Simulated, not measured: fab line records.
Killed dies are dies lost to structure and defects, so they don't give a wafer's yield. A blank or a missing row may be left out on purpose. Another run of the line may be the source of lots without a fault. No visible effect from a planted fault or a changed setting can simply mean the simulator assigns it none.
Which tool was responsible? / flow n5 finfet / Sampling: 9 lots, 26 wafers, 5 of 1938 route steps

== WHAT THE GAUGES READ, wafer by wafer ==
N5_BEOL_M3_CD_MEAS_35: target cd 18 nm, target cd y 21 nm. Usual: cd nm at 17.9 nm, with a standard deviation of 0.33.
lot=L759; measured=day 9 18:38; on=cd sem-03; cd nm (nm)=18.0 17.5 18.4; flag=
lot=L758; measured=day 10 02:52; on=cd sem-03; cd nm (nm)=17.7 18.0 18.5; flag=
lot=L760; measured=day 10 10:05; on=cd sem-03; cd nm (nm)=17.7 17.6 17.4; flag=
lot=L761; measured=day 10 11:29; on=cd sem-02; cd nm (nm)=18.3 18.7 18.0; flag=
lot=L767; measured=day 11 10:39; on=cd sem-01; cd nm (nm)=17.9 17.7; flag=
lot=L764; measured=day 11 15:22; on=cd sem-03; cd nm (nm)=18.8 18.0 17.5; flag=
lot=L765; measured=day 11 18:38; on=cd sem-01; cd nm (nm)=18.0 18.3 17.7; flag=
lot=L768; measured=day 12 14:41; on=cd sem-02; cd nm (nm)=17.9 17.8 17.9; flag=
lot=L773; measured=day 14 02:30; on=cd sem-01; cd nm (nm)=18.4 18.1 18.5; flag=

N5_BEOL_M4_RC_MEAS_101. Usual: COMB_M3 5.6e-11 S/m, standard deviation 1.2e-11; COMB_M3_max_site 8e-11 S/m, standard deviation 1.8e-11; DIBL_N 36.8 mV/V, standard deviation 1.9; DIBL_P 36.5 mV/V, standard deviation 2.1; IOFF_N 0.17 nA/um, standard deviation 0.038; IOFF_P 0.22 nA/um, standard deviation 0.039; ION_N 675 uA/um, standard deviation 12; ION_P 463 uA/um, standard deviation 7.4; SERP_M3 195 ohm/um, standard deviation 13; SERP_M3_max_site 206 ohm/um, standard deviation 15; SS_N 71.6 mV/dec, standard deviation 0.71; SS_P 73.4 mV/dec, standard deviation 0.72; VT_N 249 mV, standard deviation 3.3; VT_P -250 mV, standard deviation 3.3.
lot=L759; measured=day 10 14:47; on=prober-01; COMB_M3 (S/m)=5.8e-11 6.9e-11 4.6e-11; COMB_M3_max_site (S/m)=1.12e-10 1.02e-10 6.6e-11; DIBL_N (mV/V)=36.0 35.7 35.4; DIBL_P (mV/V)=36.5 35.2 34.8; IOFF_N (nA/um)=0.19 0.16 0.15; IOFF_P (nA/um)=0.24 0.21 0.20; ION_N (uA/um)=684 659 659; ION_P (uA/um)=467 457 457; SERP_M3 (ohm/um)=188 203 182; SERP_M3_max_site (ohm/um)=192 213 190; SS_N (mV/dec)=72.3 72.1 71.8; SS_P (mV/dec)=73.6 73.2 72.9; VT_N (mV)=247 252 250; VT_P (mV)=-248 -250 -248; flag=
lot=L758; measured=day 10 19:06; on=prober-02; COMB_M3 (S/m)=5.9e-11 5e-11 6.4e-11; COMB_M3_max_site (S/m)=9.2e-11 6e-11 7.2e-11; DIBL_N (mV/V)=39.0 38.3 37.9; DIBL_P (mV/V)=39.6 36.4 38.0; IOFF_N (nA/um)=0.23 0.20 0.19; IOFF_P (nA/um)=0.31 0.22 0.25; ION_N (uA/um)=690 682 688; ION_P (uA/um)=478 459 473; SERP_M3 (ohm/um)=202 201 180; SERP_M3_max_site (ohm/um)=212 207 191; SS_N (mV/dec)=72.3 71.7 71.8; SS_P (mV/dec)=73.2 72.7 73.6; VT_N (mV)=242 248 246; VT_P (mV)=-245 -250 -247; flag=
lot=L760; measured=day 11 02:55; on=prober-01; COMB_M3 (S/m)=3.9e-11 4.4e-11 3.9e-11; COMB_M3_max_site (S/m)=6.3e-11 7.4e-11 6.4e-11; DIBL_N (mV/V)=35.7 35.9 39.1; DIBL_P (mV/V)=34.8 34.8 37.4; IOFF_N (nA/um)=0.14 0.14 0.20; IOFF_P (nA/um)=0.19 0.19 0.22; ION_N (uA/um)=659 673 669; ION_P (uA/um)=456 462 454; SERP_M3 (ohm/um)=214 193 213; SERP_M3_max_site (ohm/um)=223 201 218; SS_N (mV/dec)=70.9 70.7 72.3; SS_P (mV/dec)=72.4 73.1 73.4; VT_N (mV)=254 251 249; VT_P (mV)=-251 -251 -250; flag=
lot=L761; measured=day 11 05:40; on=prober-01; COMB_M3 (S/m)=4.9e-11 4.5e-11 5.2e-11; COMB_M3_max_site (S/m)=6.7e-11 5.8e-11 7e-11; DIBL_N (mV/V)=37.2 37.3 34.9; DIBL_P (mV/V)=36.3 36.5 34.8; IOFF_N (nA/um)=0.16 0.17 0.13; IOFF_P (nA/um)=0.21 0.23 0.19; ION_N (uA/um)=664 686 672; ION_P (uA/um)=460 469 464; SERP_M3 (ohm/um)=206 177 178; SERP_M3_max_site (ohm/um)=219 184 186; SS_N (mV/dec)=71.0 71.1 70.8; SS_P (mV/dec)=73.0 73.7 72.8; VT_N (mV)=251 248 252; VT_P (mV)=-248 -248 -250; flag=
lot=L767; measured=day 13 04:44; on=prober-02; COMB_M3 (S/m)=8.19e-10 5.36e-10; COMB_M3_max_site (S/m)=1.25e-09 9.11e-10; DIBL_N (mV/V)=36.2 34.2; DIBL_P (mV/V)=35.5 32.5; IOFF_N (nA/um)=0.13 0.11; IOFF_P (nA/um)=0.18 0.14; ION_N (uA/um)=676 673; ION_P (uA/um)=461 456; SERP_M3 (ohm/um)=145 134; SERP_M3_max_site (ohm/um)=148 140; SS_N (mV/dec)=71.8 71.4; SS_P (mV/dec)=73.3 72.3; VT_N (mV)=253 254; VT_P (mV)=-256 -257; flag=OFF
lot=L764; measured=day 12 23:21; on=prober-01; COMB_M3 (S/m)=7.7e-11 6.6e-11 1.079e-09; COMB_M3_max_site (S/m)=9.8e-11 9.3e-11 1.457e-09; DIBL_N (mV/V)=39.0 34.7 41.0; DIBL_P (mV/V)=37.3 34.8 40.3; IOFF_N (nA/um)=0.23 0.14 0.31; IOFF_P (nA/um)=0.27 0.23 0.33; ION_N (uA/um)=668 682 682; ION_P (uA/um)=461 480 470; SERP_M3 (ohm/um)=194 193 153; SERP_M3_max_site (ohm/um)=205 195 156; SS_N (mV/dec)=73.2 70.9 72.9; SS_P (mV/dec)=73.8 73.4 75.1; VT_N (mV)=247 251 242; VT_P (mV)=-244 -248 -243; flag=OFF
lot=L765; measured=day 13 03:48; on=prober-01; COMB_M3 (S/m)=6.1e-11 4.7e-11 3.9e-11; COMB_M3_max_site (S/m)=7.2e-11 6.5e-11 5e-11; DIBL_N (mV/V)=36.7 36.0 33.4; DIBL_P (mV/V)=37.7 37.0 34.2; IOFF_N (nA/um)=0.18 0.17 0.13; IOFF_P (nA/um)=0.24 0.23 0.19; ION_N (uA/um)=675 665 660; ION_P (uA/um)=467 461 458; SERP_M3 (ohm/um)=199 180 200; SERP_M3_max_site (ohm/um)=213 189 207; SS_N (mV/dec)=72.2 72.5 71.2; SS_P (mV/dec)=73.5 73.2 72.3; VT_N (mV)=247 248 250; VT_P (mV)=-246 -248 -249; flag=
lot=L768; measured=day 14 01:32; on=prober-01; COMB_M3 (S/m)=5.4e-11 7.02e-10 3.4e-11; COMB_M3_max_site (S/m)=6.8e-11 8.13e-10 4e-11; DIBL_N (mV/V)=41.5 37.3 36.6; DIBL_P (mV/V)=43.1 37.8 36.4; IOFF_N (nA/um)=0.26 0.15 0.14; IOFF_P (nA/um)=0.28 0.19 0.17; ION_N (uA/um)=693 673 672; ION_P (uA/um)=473 458 455; SERP_M3 (ohm/um)=206 154 197; SERP_M3_max_site (ohm/um)=218 162 212; SS_N (mV/dec)=73.3 71.5 71.4; SS_P (mV/dec)=75.2 74.0 73.0; VT_N (mV)=244 253 254; VT_P (mV)=-251 -255 -256; flag=OFF
lot=L773; measured=day 14 21:04; on=prober-01; COMB_M3 (S/m)=6.7e-11 5.8e-11 4.6e-11; COMB_M3_max_site (S/m)=7.7e-11 8.8e-11 7.4e-11; DIBL_N (mV/V)=36.3 36.0 35.1; DIBL_P (mV/V)=35.6 34.3 33.1; IOFF_N (nA/um)=0.14 0.12 0.12; IOFF_P (nA/um)=0.21 0.19 0.18; ION_N (uA/um)=661 661 654; ION_P (uA/um)=463 462 457; SERP_M3 (ohm/um)=167 198 165; SERP_M3_max_site (ohm/um)=176 206 178; SS_N (mV/dec)=71.8 70.5 70.5; SS_P (mV/dec)=72.3 72.2 72.3; VT_N (mV)=252 254 254; VT_P (mV)=-248 -251 -250; flag=

== TOOL THAT RAN EACH LOT (tool first, then ch and the chambers of the sampled wafers, then the start) ==
lot=L759; N5_BEOL_M3_PRE_CLEAN_45=pvd sputter-01, day 9 19:17; N5_BEOL_M3_ALD_84=ald metal-01 ch 0,3, day 9 19:22; N5_BEOL_M3_SPUTTER_81=pvd sputter-01, day 9 20:38
lot=L758; N5_BEOL_M3_PRE_CLEAN_45=pvd sputter-03, day 10 03:23; N5_BEOL_M3_ALD_84=ald metal-01 ch 1,2,3, day 10 03:26; N5_BEOL_M3_SPUTTER_81=pvd sputter-01, day 10 04:43
lot=L760; N5_BEOL_M3_PRE_CLEAN_45=pvd sputter-01, day 10 11:15; N5_BEOL_M3_ALD_84=ald metal-01 ch 0,1,3, day 10 11:19; N5_BEOL_M3_SPUTTER_81=pvd sputter-03, day 10 12:16
lot=L761; N5_BEOL_M3_PRE_CLEAN_45=pvd sputter-01, day 10 11:49; N5_BEOL_M3_ALD_84=ald metal-01 ch 2,3, day 10 11:54; N5_BEOL_M3_SPUTTER_81=pvd sputter-02, day 10 14:08
lot=L767; N5_BEOL_M3_PRE_CLEAN_45=pvd sputter-01, day 11 11:20; N5_BEOL_M3_ALD_84=ald metal-01 ch 1,3, day 11 11:27; N5_BEOL_M3_SPUTTER_81=pvd sputter-02, day 11 12:44
lot=L764; N5_BEOL_M3_PRE_CLEAN_45=pvd sputter-02, day 11 16:04; N5_BEOL_M3_ALD_84=ald metal-01 ch 0,1, day 11 16:08; N5_BEOL_M3_SPUTTER_81=pvd sputter-01, day 11 17:18
lot=L765; N5_BEOL_M3_PRE_CLEAN_45=pvd sputter-01, day 11 18:50; N5_BEOL_M3_ALD_84=ald metal-04 ch 1,2,3, day 11 19:03; N5_BEOL_M3_SPUTTER_81=pvd sputter-03, day 11 20:02
lot=L768; N5_BEOL_M3_PRE_CLEAN_45=pvd sputter-01, day 12 14:55; N5_BEOL_M3_ALD_84=ald metal-01 ch 0,1,2, day 12 14:59; N5_BEOL_M3_SPUTTER_81=pvd sputter-01, day 12 15:55
lot=L773; N5_BEOL_M3_PRE_CLEAN_45=pvd sputter-03, day 14 02:59; N5_BEOL_M3_ALD_84=ald metal-04 ch 1,2, day 14 03:02; N5_BEOL_M3_SPUTTER_81=pvd sputter-02, day 14 04:07
- N5_BEOL_M3_PRE_CLEAN_45: time 30 s.
- N5_BEOL_M3_ALD_84: deposits TaN, pulse time 2 s, purge time 3 s, co reactant purge time 2 s.
- N5_BEOL_M3_SPUTTER_81: material Cu, target thk 4.5 nm, time 8.29 s.

== AS READ BY THE TOOLS THEMSELVES (means over the sampled wafers that have a number; for cases with no such wafer, the mark the record gives instead) ==
N5_BEOL_M3_PRE_CLEAN_45. Usual: heater power w at 341 W, with a standard deviation of 21.
lot=L759; tool=pvd sputter-01; heater power w (W)=337; flag=
lot=L758; tool=pvd sputter-03; heater power w (W)=339; flag=
lot=L760; tool=pvd sputter-01; heater power w (W)=330; flag=
lot=L761; tool=pvd sputter-01; heater power w (W)=350; flag=
lot=L767; tool=pvd sputter-01; heater power w (W)=349; flag=
lot=L764; tool=pvd sputter-02; heater power w (W)=358; flag=
lot=L765; tool=pvd sputter-01; heater power w (W)=335; flag=
lot=L768; tool=pvd sputter-01; heater power w (W)=335; flag=
lot=L773; tool=pvd sputter-03; heater power w (W)=341; flag=

N5_BEOL_M3_ALD_84. Usual: heater power w at 410 W, with a standard deviation of 40.
lot=L759; tool=ald metal-01; heater power w (W)=414; flag=
lot=L758; tool=ald metal-01; heater power w (W)=387; flag=
lot=L760; tool=ald metal-01; heater power w (W)=413; flag=
lot=L761; tool=ald metal-01; heater power w (W)=383; flag=
lot=L767; tool=ald metal-01; heater power w (W)=379; flag=
lot=L764; tool=ald metal-01; heater power w (W)=444; flag=
lot=L765; tool=ald metal-04; heater power w (W)=390; flag=
lot=L768; tool=ald metal-01; heater power w (W)=428; flag=
lot=L773; tool=ald metal-04; heater power w (W)=414; flag=

N5_BEOL_M3_SPUTTER_81. Usual: chamber pressure pa 0.07 Pa, standard deviation 0.00015; throttle valve pct 29.3 %, standard deviation 1.1.
lot=L759; tool=pvd sputter-01; chamber pressure pa (Pa)=0.07; throttle valve pct (%)=29.7; flag=
lot=L758; tool=pvd sputter-01; chamber pressure pa (Pa)=0.07; throttle valve pct (%)=29.4; flag=
lot=L760; tool=pvd sputter-03; chamber pressure pa (Pa)=0.07; throttle valve pct (%)=30.0; flag=
lot=L761; tool=pvd sputter-02; chamber pressure pa (Pa)=0.07; throttle valve pct (%)=29.4; flag=
lot=L767; tool=pvd sputter-02; chamber pressure pa (Pa)=0.07; throttle valve pct (%)=27.5; flag=
lot=L764; tool=pvd sputter-01; chamber pressure pa (Pa)=0.07; throttle valve pct (%)=29.2; flag=
lot=L765; tool=pvd sputter-03; chamber pressure pa (Pa)=0.07; throttle valve pct (%)=29.9; flag=
lot=L768; tool=pvd sputter-01; chamber pressure pa (Pa)=0.07; throttle valve pct (%)=29.2; flag=
lot=L773; tool=pvd sputter-02; chamber pressure pa (Pa)=0.07; throttle valve pct (%)=29.8; flag=

== THE ANSWER, worked out from the rows above alone ==
Rule: lot off if the mean of its wafers having a number is beyond 3 standard deviations from the usual mean. A lot without any number at a reading at which 4 lots or more have one is off too. Where the step has rows for the other lots, those lots are counted as sound. Order of review: gauges by route order, followed by the tools' own readings, for which a lot's mean as printed above is used. The first step at which some lot is off is used, and at that step the reading that is off furthest; a lot without a number counts as furthest.
Off: L767, L764, L768, seen at N5_BEOL_M4_RC_MEAS_101 (COMB_M3_max_site).
A tool fits if, at a process step before that reading, it ran every lot that is off, and no sound lot after the first of them. The gauges at N5_BEOL_M4_RC_MEAS_101 are tried like those tools. One fits: N5_BEOL_M3_ALD_84 on ald metal-01. A fault onset in the window from L761 (day 10 11:54, its last sound lot) to L767 (day 11 11:27, its first lot off) fits.

== WHAT HAD BEEN PUT IN BY THE SIMULATOR ==
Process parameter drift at N5_BEOL_M3_ALD_84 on ald metal-01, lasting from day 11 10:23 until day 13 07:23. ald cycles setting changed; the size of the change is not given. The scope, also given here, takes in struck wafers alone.
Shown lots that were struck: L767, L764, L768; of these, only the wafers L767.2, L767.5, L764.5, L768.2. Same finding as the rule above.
